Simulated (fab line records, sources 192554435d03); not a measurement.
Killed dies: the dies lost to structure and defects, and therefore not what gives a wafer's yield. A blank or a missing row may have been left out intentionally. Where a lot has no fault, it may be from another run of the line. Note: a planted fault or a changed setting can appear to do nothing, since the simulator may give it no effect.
Which tool did it?    flow n5_finfet    7 lots with 21 wafers sampled at 8 steps, on a route of 1938 steps

WHAT THE GAUGES READ, wafer by wafer
N5_BEOL_M7_OCD_MEAS_38. Usual: trench_depth_nm reads 94.2 nm (standard deviation 2.1).
lot   measured      on      trench_depth_nm (nm)  flag
L816  day 10 07:17  ocd-02  93.7 95.5 93.4        
L819  day 10 15:39  ocd-02  91.9 97.7 94.0        
L822  day 11 18:14  ocd-01  74.8 91.6 75.9        OFF
L823  day 12 02:23  ocd-02  75.1 95.2 90.7        OFF
L824  day 12 08:41  ocd-01  72.6 91.7 77.0        OFF
L829  day 13 05:44  ocd-02  89.9 93.3 92.5        
L831  day 13 20:10  ocd-01  95.0 95.9 94.7        

N5_BEOL_M7_THK_MEAS_53: measures by xrf. Usual: M7_THK gives 80.2 nm (standard deviation 2.4).
lot   measured      on             M7_THK (nm)     flag
L816  day 10 10:12  film_metro-01  80.5 82.6 81.9  
L819  day 10 17:52  film_metro-01  77.8 83.9 81.2  
L822  day 11 21:20  film_metro-01  62.3 79.1 63.1  OFF
L823  day 12 06:03  film_metro-02  60.0 80.1 76.8  OFF
L824  day 12 11:08  film_metro-02  58.6 78.3 65.0  OFF
L829  day 13 08:14  film_metro-01  74.5 79.0 78.8  
L831  day 13 23:04  film_metro-01  79.0 83.5 79.4  

N5_BEOL_M7_RS_MEAS_57: measurement is done with a four-point probe. Usual: M7_RS gives 0.283 ohm/sq (standard deviation 0.0098).
lot   measured      on             M7_RS (ohm/sq)     flag
L816  day 10 10:20  film_metro-01  0.282 0.275 0.276  
L819  day 10 18:00  film_metro-01  0.293 0.268 0.279  
L822  day 11 21:28  film_metro-01  0.382 0.286 0.376  OFF
L823  day 12 06:11  film_metro-01  0.399 0.281 0.295  OFF
L824  day 12 11:16  film_metro-01  0.409 0.289 0.361  OFF
L829  day 13 08:22  film_metro-02  0.308 0.288 0.288  
L831  day 13 23:12  film_metro-01  0.291 0.272 0.288  

N5_BEOL_M15_RC_MEAS_101. Usual: COMB_M10 1.5e-11 S/m, standard deviation 3.1e-12; COMB_M11 1.5e-11 S/m, standard deviation 3e-12; COMB_M12 6.7e-12 S/m, standard deviation 1.5e-12; COMB_M13 5.4e-12 S/m, standard deviation 1.2e-12; COMB_M14 4e-12 S/m, standard deviation 8.4e-13; COMB_M15 2.9e-12 S/m, standard deviation 7.9e-13; COMB_M5 3.8e-11 S/m, standard deviation 7.9e-12; COMB_M6 2.6e-11 S/m, standard deviation 5.5e-12; COMB_M8 2.8e-11 S/m, standard deviation 6.2e-12; COMB_M9 1.5e-11 S/m, standard deviation 3.3e-12; COMB_M9_max_site 2.2e-11 S/m, standard deviation 5.1e-12; SERP_M10 3.05 ohm/um, standard deviation 0.083; SERP_M11 3.01 ohm/um, standard deviation 0.089; SERP_M11_max_site 3.11 ohm/um, standard deviation 0.089; SERP_M12 0.630 ohm/um, standard deviation 0.014; SERP_M13 0.306 ohm/um, standard deviation 0.0067; SERP_M14 0.160 ohm/um, standard deviation 0.0038; SERP_M5 38.9 ohm/um, standard deviation 1.6; SERP_M6 13.6 ohm/um, standard deviation 0.54; SERP_M7 13.8 ohm/um, standard deviation 0.62; SERP_M7_max_site 14.3 ohm/um, standard deviation 0.63; SERP_M8 13.7 ohm/um, standard deviation 0.54; SERP_M9 3.01 ohm/um, standard deviation 0.098.
lot   measured      on         COMB_M10 (S/m)           COMB_M11 (S/m)           COMB_M12 (S/m)            COMB_M13 (S/m)           COMB_M14 (S/m)           COMB_M15 (S/m)           COMB_M5 (S/m)            COMB_M6 (S/m)            COMB_M8 (S/m)            COMB_M9 (S/m)            COMB_M9_max_site (S/m)   SERP_M10 (ohm/um)  SERP_M11 (ohm/um)  SERP_M11_max_site (ohm/um)  SERP_M12 (ohm/um)  SERP_M13 (ohm/um)  SERP_M14 (ohm/um)  SERP_M5 (ohm/um)  SERP_M6 (ohm/um)  SERP_M7 (ohm/um)  SERP_M7_max_site (ohm/um)  SERP_M8 (ohm/um)  SERP_M9 (ohm/um)  flag
L816  day 12 15:34  prober-02  1.2e-11 2e-11 1.9e-11    1.5e-11 1.7e-11 1.4e-11  6.2e-12 9.4e-12 1.04e-11  6.2e-12 5.4e-12 6.7e-12  4.9e-12 3.7e-12 5.8e-12  3.9e-12 3.2e-12 3.5e-12  2.7e-11 2.5e-11 4.4e-11  2.2e-11 2.8e-11 3.3e-11  2.5e-11 3.1e-11 3e-11    1.8e-11 1.3e-11 1.3e-11  2.6e-11 2e-11 2e-11      3.07 3.04 3.19     2.93 2.85 3.17     2.94 3.12 3.28              0.633 0.649 0.614  0.296 0.311 0.316  0.154 0.156 0.159  39.0 38.4 39.7    13.7 13.2 12.8    13.8 13.9 13.0    15.2 14.3 13.7             13.6 13.6 13.7    2.96 2.80 2.81    
L819  day 13 03:25  prober-02  1.9e-11 1.5e-11 2e-11    1.5e-11 1.3e-11 1.4e-11  5.7e-12 1.02e-11 6.9e-12  6.2e-12 4.2e-12 6.2e-12  5e-12 4.5e-12 4.2e-12    3.2e-12 3e-12 2.3e-12    4.6e-11 4.7e-11 5.4e-11  2.5e-11 2.3e-11 1.9e-11  2.4e-11 2.3e-11 2.4e-11  1.6e-11 1.7e-11 2e-11    2.3e-11 2.7e-11 3.3e-11  3.11 3.15 3.17     3.17 3.02 3.07     3.25 3.13 3.20              0.633 0.620 0.639  0.306 0.316 0.312  0.157 0.163 0.157  42.9 39.3 38.4    14.0 14.4 13.9    14.0 12.9 13.6    14.3 13.6 14.6             13.2 13.3 13.7    3.00 3.12 3.08    
L822  day 14 02:46  prober-01  1.1e-11 1.2e-11 1.1e-11  1.4e-11 1.2e-11 1.2e-11  9.2e-12 4.8e-12 8.4e-12   5.2e-12 5.3e-12 6e-12    2.8e-12 3.2e-12 3.5e-12  1.7e-12 1.7e-12 1.8e-12  5.5e-11 3.2e-11 4.3e-11  1.9e-11 2.3e-11 2.2e-11  2.5e-11 2.2e-11 2.7e-11  1.7e-11 1.2e-11 1.4e-11  2.2e-11 1.7e-11 1.8e-11  2.93 3.10 3.00     3.08 3.10 2.97     3.21 3.17 3.10              0.643 0.615 0.636  0.308 0.307 0.305  0.160 0.162 0.158  37.0 39.4 39.6    14.2 13.7 12.9    18.1 13.6 17.5    20.0 14.4 18.1             13.4 13.7 12.9    3.14 3.04 2.90    OFF
L823  day 14 15:56  prober-02  1.5e-11 1.8e-11 1.5e-11  1.2e-11 1.8e-11 1.3e-11  6.7e-12 6.8e-12 8.8e-12   4.4e-12 5.2e-12 4.7e-12  5.2e-12 4.5e-12 4.8e-12  3.6e-12 2.9e-12 2.9e-12  4.2e-11 4.3e-11 2.2e-11  3.1e-11 2.6e-11 3.4e-11  2.7e-11 3e-11 2.6e-11    1.4e-11 1.3e-11 1.6e-11  2.2e-11 1.7e-11 2.4e-11  3.05 3.11 3.10     3.12 2.96 3.02     3.17 3.14 3.11              0.623 0.612 0.643  0.302 0.314 0.313  0.155 0.160 0.161  37.3 38.5 39.8    13.7 13.9 13.8    19.3 13.4 14.1    20.0 14.0 14.5             14.1 14.0 14.3    2.92 3.09 3.19    
L824  day 14 17:26  prober-02  1.8e-11 1.7e-11 1.5e-11  1.2e-11 1.5e-11 1.6e-11  5.4e-12 7.1e-12 6.4e-12   5.6e-12 7.7e-12 6.1e-12  4e-12 4.6e-12 5.1e-12    3.8e-12 4e-12 3.3e-12    4e-11 3.9e-11 4.3e-11    2.4e-11 2.2e-11 2.2e-11  3.7e-11 2.2e-11 2.5e-11  1.4e-11 1.7e-11 1.8e-11  2.1e-11 2.3e-11 3.4e-11  3.03 3.04 3.01     3.12 3.12 3.19     3.19 3.37 3.24              0.632 0.613 0.640  0.307 0.302 0.304  0.161 0.163 0.163  36.2 38.1 37.5    13.8 13.3 13.4    18.2 13.9 16.3    19.2 14.3 16.7             13.9 13.4 13.1    2.95 3.12 2.95    OFF
L829  day 15 23:48  prober-02  1.1e-11 1.3e-11 1.7e-11  2.1e-11 1.1e-11 1.2e-11  6.7e-12 6.5e-12 6.1e-12   5.2e-12 4.2e-12 4.9e-12  4e-12 4.3e-12 4.6e-12    4e-12 3.8e-12 3.1e-12    3.7e-11 4.1e-11 3.5e-11  3.1e-11 3.1e-11 2.8e-11  3.2e-11 3.5e-11 2.8e-11  1.7e-11 1.3e-11 1.7e-11  2e-11 1.5e-11 2.5e-11    3.08 3.17 3.13     3.00 3.06 3.13     3.19 3.19 3.20              0.620 0.633 0.634  0.296 0.315 0.309  0.155 0.161 0.158  40.7 39.4 39.1    13.7 13.7 14.1    15.2 14.1 14.2    15.6 14.9 14.8             13.8 13.6 15.2    3.01 2.94 2.99    
L831  day 16 12:56  prober-01  1.5e-11 1.6e-11 1.8e-11  1.4e-11 8e-12 1.4e-11    5.2e-12 5.5e-12 6.7e-12   6.4e-12 4.6e-12 6.2e-12  3.2e-12 3.7e-12 3.6e-12  2.5e-12 1.8e-12 2e-12    4.5e-11 3.9e-11 2.8e-11  2.2e-11 2.2e-11 2.3e-11  2.7e-11 2.8e-11 2.2e-11  1.1e-11 1.3e-11 1.5e-11  1.7e-11 1.9e-11 2e-11    3.16 3.12 3.15     3.03 3.03 3.00     3.12 3.12 3.10              0.640 0.604 0.654  0.299 0.300 0.300  0.162 0.159 0.159  37.2 38.9 39.2    13.1 13.0 13.0    14.5 14.0 14.7    15.3 14.2 15.3             13.8 14.6 13.0    2.96 2.95 2.93    

TOOL THAT RAN EACH LOT (tool first, then ch and the chambers of the sampled wafers, then the start)
lot   N5_BEOL_M7_DESCUM_16                N5_BEOL_M7_ETCH_61                  N5_BEOL_M7_HM_OPEN_17              N5_BEOL_M7_TRENCH_ETCH_37
L816  rie_diel-02 ch 0,1,2, day 10 05:52  rie_diel-02 ch 0,1,2, day 10 05:54  rie_metal-03 ch 0, day 10 06:08    rie_diel-01 ch 0,3, day 10 07:08
L819  rie_diel-01 ch 0,2,3, day 10 12:16  rie_diel-01 ch 0,2,3, day 10 12:19  rie_metal-03 ch 0,1, day 10 12:33  rie_diel-01 ch 0,1,2, day 10 15:29
L822  rie_diel-02 ch 0,1,3, day 11 14:44  rie_diel-02 ch 0,1,3, day 11 14:46  rie_metal-02 ch 0,1, day 11 15:01  rie_diel-01 ch 0,2,3, day 11 17:32
L823  rie_diel-04 ch 0,1,3, day 11 23:56  rie_diel-04 ch 0,1,3, day 11 23:59  rie_metal-02 ch 0,1, day 12 00:13  rie_diel-01 ch 0,2,3, day 12 02:13
L824  rie_diel-02 ch 0,3, day 12 06:55    rie_diel-02 ch 0,3, day 12 06:56    rie_metal-02 ch 1, day 12 07:11    rie_diel-01 ch 1,2, day 12 08:31
L829  rie_diel-02 ch 0,1,3, day 13 02:31  rie_diel-02 ch 0,1,3, day 13 02:33  rie_metal-03 ch 0,1, day 13 02:48  rie_diel-02 ch 0,1,2, day 13 05:35
L831  rie_diel-01 ch 0,1, day 13 18:50    rie_diel-01 ch 0,1, day 13 18:52    rie_metal-03 ch 0,1, day 13 19:08  rie_diel-04 ch 0,2, day 13 20:00
- N5_BEOL_M7_DESCUM_16: chemistry O2, time 7.9 s.
- N5_BEOL_M7_ETCH_61: etches SiARC in CF4, target depth 45.5 nm, time 75.8 s.
- N5_BEOL_M7_HM_OPEN_17: chemistry Cl2/BCl3, target TiN, target depth 20 nm, overetch 6 nm.
- N5_BEOL_M7_TRENCH_ETCH_37: etches SiCOH lowk in C4F6/O2, target depth 93.478 nm, time 31.2 s.

WHAT THE TOOLS THEMSELVES READ (means of the sampled wafers that have a number; where no wafer has one, the mark that the record gives instead)
N5_BEOL_M7_DESCUM_16. Usual: chamber_pressure_mTorr 20.001 mTorr, standard deviation 0.018; drypump_motor_current_A 5.4 A, standard deviation 0.47; oes_product_au 0.81 a.u., standard deviation 0.097; rf_vpp_V 243.5 V, standard deviation 1.3; showerhead_plenum_p_Torr 2.11 Torr, standard deviation 0.067; throttle_valve_pct 20.30 %, standard deviation 0.29.
lot   tool         chamber_pressure_mTorr (mTorr)  drypump_motor_current_A (A)  oes_product_au (a.u.)  rf_vpp_V (V)  showerhead_plenum_p_Torr (Torr)  throttle_valve_pct (%)  flag
L816  rie_diel-02  20.007                          5.7                          0.80                   244.0         2.12                             20.22                   
L819  rie_diel-01  20.006                          5.5                          0.73                   243.6         2.15                             20.46                   
L822  rie_diel-02  19.974                          5.7                          0.83                   243.7         2.11                             20.26                   
L823  rie_diel-04  20.001                          5.5                          0.84                   243.1         2.05                             20.37                   
L824  rie_diel-02  20.015                          6.0                          0.88                   243.4         2.10                             19.99                   
L829  rie_diel-02  20.004                          5.6                          0.82                   243.3         2.10                             20.27                   
L831  rie_diel-01  20.003                          5.5                          0.83                   244.2         2.15                             20.30                   

N5_BEOL_M7_ETCH_61. Usual: for chamber_pressure_mTorr, 40.00 mTorr with a standard deviation of 0.033; for drypump_motor_current_A, 5.5 A with a standard deviation of 0.48; for etch_rf_on_time_s, 74.9 s with a standard deviation of 1.8; for oes_product_au, 0.69 a.u. with a standard deviation of 0.085; for rf_vpp_V, 184.3 V with a standard deviation of 1.1; for showerhead_plenum_p_Torr, 2.16 Torr with a standard deviation of 0.07; for throttle_valve_pct, 15.53 % with a standard deviation of 0.3.
lot   tool         chamber_pressure_mTorr (mTorr)  drypump_motor_current_A (A)  etch_rf_on_time_s (s)  oes_product_au (a.u.)  rf_vpp_V (V)  showerhead_plenum_p_Torr (Torr)  throttle_valve_pct (%)  flag
L816  rie_diel-02  40.04                           5.7                          76.2                   0.67                   184.6         2.18                             15.46                   
L819  rie_diel-01  39.97                           5.5                          74.8                   0.64                   184.4         2.19                             15.68                   
L822  rie_diel-02  39.99                           5.7                          74.2                   0.72                   183.9         2.17                             15.53                   
L823  rie_diel-04  40.02                           5.5                          75.3                   0.71                   183.5         2.10                             15.55                   
L824  rie_diel-02  40.00                           6.0                          74.3                   0.76                   184.5         2.15                             15.24                   
L829  rie_diel-02  40.00                           5.7                          74.4                   0.70                   183.7         2.17                             15.55                   
L831  rie_diel-01  39.97                           5.5                          72.4                   0.72                   185.1         2.18                             15.43                   

N5_BEOL_M7_HM_OPEN_17. Usual: chamber_pressure_mTorr 10.000 mTorr, standard deviation 0.0099; drypump_motor_current_A 5.6 A, standard deviation 0.33; mfc_cl2_sccm 53.24 sccm, standard deviation 0.17; oes_product_au 0.72 a.u., standard deviation 0.067; throttle_valve_pct 22.11 %, standard deviation 0.18.
lot   tool          chamber_pressure_mTorr (mTorr)  drypump_motor_current_A (A)  mfc_cl2_sccm (sccm)  oes_product_au (a.u.)  throttle_valve_pct (%)  flag
L816  rie_metal-03  9.989                           5.6                          53.16                0.68                   22.02                   
L819  rie_metal-03  10.001                          5.7                          53.43                0.71                   22.01                   
L822  rie_metal-02  9.998                           5.6                          53.40                0.71                   22.34                   
L823  rie_metal-02  9.995                           5.9                          53.41                0.62                   22.26                   
L824  rie_metal-02  10.002                          5.3                          53.23                0.77                   22.41                   
L829  rie_metal-03  10.002                          5.7                          53.35                0.69                   22.01                   
L831  rie_metal-03  10.002                          5.7                          53.26                0.69                   22.03                   

N5_BEOL_M7_TRENCH_ETCH_37. Usual: O2_flow_sccm 10.000 sccm, standard deviation 0.028; chamber_pressure_mTorr 30.003 mTorr, standard deviation 0.026; drypump_motor_current_A 5.4 A, standard deviation 0.45; oes_product_au 0.81 a.u., standard deviation 0.1; rf_vpp_V 661 V, standard deviation 9.7; showerhead_plenum_p_Torr 2.86 Torr, standard deviation 0.1; throttle_valve_pct 20.85 %, standard deviation 0.25.
lot   tool         O2_flow_sccm (sccm)  chamber_pressure_mTorr (mTorr)  drypump_motor_current_A (A)  oes_product_au (a.u.)  rf_vpp_V (V)  showerhead_plenum_p_Torr (Torr)  throttle_valve_pct (%)  flag
L816  rie_diel-01  9.992                30.032                          5.6                          0.74                   653           2.95                             20.88                   
L819  rie_diel-01  9.983                29.989                          5.6                          0.83                   664           2.87                             20.81                   
L822  rie_diel-01  9.982                30.010                          5.5                          0.67                   655           2.91                             20.95                   
L823  rie_diel-01  9.995                30.006                          5.5                          0.70                   655           2.91                             20.97                   
L824  rie_diel-01  10.003               30.013                          5.6                          0.70                   660           2.82                             20.89                   
L829  rie_diel-02  9.991                30.004                          5.7                          0.76                   658           2.89                             20.82                   
L831  rie_diel-04  10.000               29.987                          5.2                          0.86                   665           2.86                             20.79                   

THE ANSWER, worked out from the rows above alone
Rule: a lot is off if the mean of its wafers that have a number lies more than 3 standard deviations from the usual mean. A lot without any number at a reading at which 4 lots or more have one is off too. Any other lot the step has rows for is counted as sound. The gauges are gone through in route order, then the tools' own readings, and for those a lot's mean is taken as printed above. At the first step where some lot is off, the reading lying furthest off is the one used; lots without a number count as furthest.
Off: L822, L823, L824 (N5_BEOL_M7_OCD_MEAS_38, trench_depth_nm).
A tool fits if, at a process step before that reading, it ran every lot that is off, and no sound lot after the first of them. Not tried: the gauges at N5_BEOL_M7_OCD_MEAS_38; whatever is off there is also off at N5_BEOL_M7_THK_MEAS_53, on other tools, and gauge error can't account for it. Can't be told from this: 2 tools fit, rie_metal-02 at N5_BEOL_M7_HM_OPEN_17, rie_diel-01 at N5_BEOL_M7_TRENCH_ETCH_37.

WHAT WAS PUT IN BY THE SIMULATOR
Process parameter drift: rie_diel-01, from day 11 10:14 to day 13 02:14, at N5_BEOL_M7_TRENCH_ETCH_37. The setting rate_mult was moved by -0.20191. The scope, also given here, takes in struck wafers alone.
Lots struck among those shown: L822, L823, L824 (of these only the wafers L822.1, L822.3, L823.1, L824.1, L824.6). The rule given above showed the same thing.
